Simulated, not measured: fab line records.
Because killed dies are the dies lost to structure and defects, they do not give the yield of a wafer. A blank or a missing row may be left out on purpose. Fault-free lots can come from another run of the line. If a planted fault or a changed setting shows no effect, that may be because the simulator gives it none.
The tool behind it: which one? -- flow n5-finfet -- 12 lots (36 wafers sampled), 1 step of a 1938-step route

## WHAT THE GAUGES READ, wafer by wafer
N5_BEOL_M6_OCD_MEAS_38. Usual: trench-depth-nm 94.1 nm, standard deviation 1.6.
lot,measured,on,trench-depth-nm (nm),flag
L222,day 8 14:42,ocd-01,94.7 93.0 96.8,
L225,day 9 09:23,ocd-01,93.2 94.5 95.2,
L226,day 9 14:18,ocd-01,94.9 93.5 95.0,
L229,day 10 10:22,ocd-02,94.9 96.9 93.7,
L228,day 10 11:17,ocd-01,93.6 94.4 95.2,
L231,day 11 09:56,ocd-01,93.3 96.2 92.7,
L238,day 12 17:20,ocd-01,90.6 94.6 91.5,
L239,day 13 02:28,ocd-02,93.6 95.2 93.0,
L241,day 13 14:20,ocd-02,95.0 94.0 92.7,
L240,day 13 17:05,ocd-02,93.5 95.0 92.9,
L245,day 14 03:54,ocd-02,94.4 91.5 92.1,
L242,day 14 04:17,ocd-01,96.3 94.1 91.4,

## WHAT TOOL EACH LOT RAN ON (gives the tool, then ch and the chambers of the sampled wafers, and finally the start)
The record holds no process step before these readings.

## WHAT THE TOOLS THEMSELVES READ (means of the sampled wafers that have a number; where no wafer has one, the mark that the record gives instead)
The record holds no such reading with a usual standard deviation.

## THE ANSWER, worked out from the rows above alone
Rule: a lot counts as off when the mean over its wafers that have a number is more than 3 standard deviations away from the usual mean. Also off: a lot with no number at a reading for which 4 or more lots have one. Where the step has rows for the other lots, those lots are counted as sound. The gauges are gone through in route order, then the tools' own readings, and for those a lot's mean is taken as printed above. The first step at which some lot is off is used, and at that step the reading that is off furthest; a lot without a number counts as furthest.
None of the lots is off at any reading shown; this tells nothing.

## WHAT THE SIMULATOR HAD INSERTED
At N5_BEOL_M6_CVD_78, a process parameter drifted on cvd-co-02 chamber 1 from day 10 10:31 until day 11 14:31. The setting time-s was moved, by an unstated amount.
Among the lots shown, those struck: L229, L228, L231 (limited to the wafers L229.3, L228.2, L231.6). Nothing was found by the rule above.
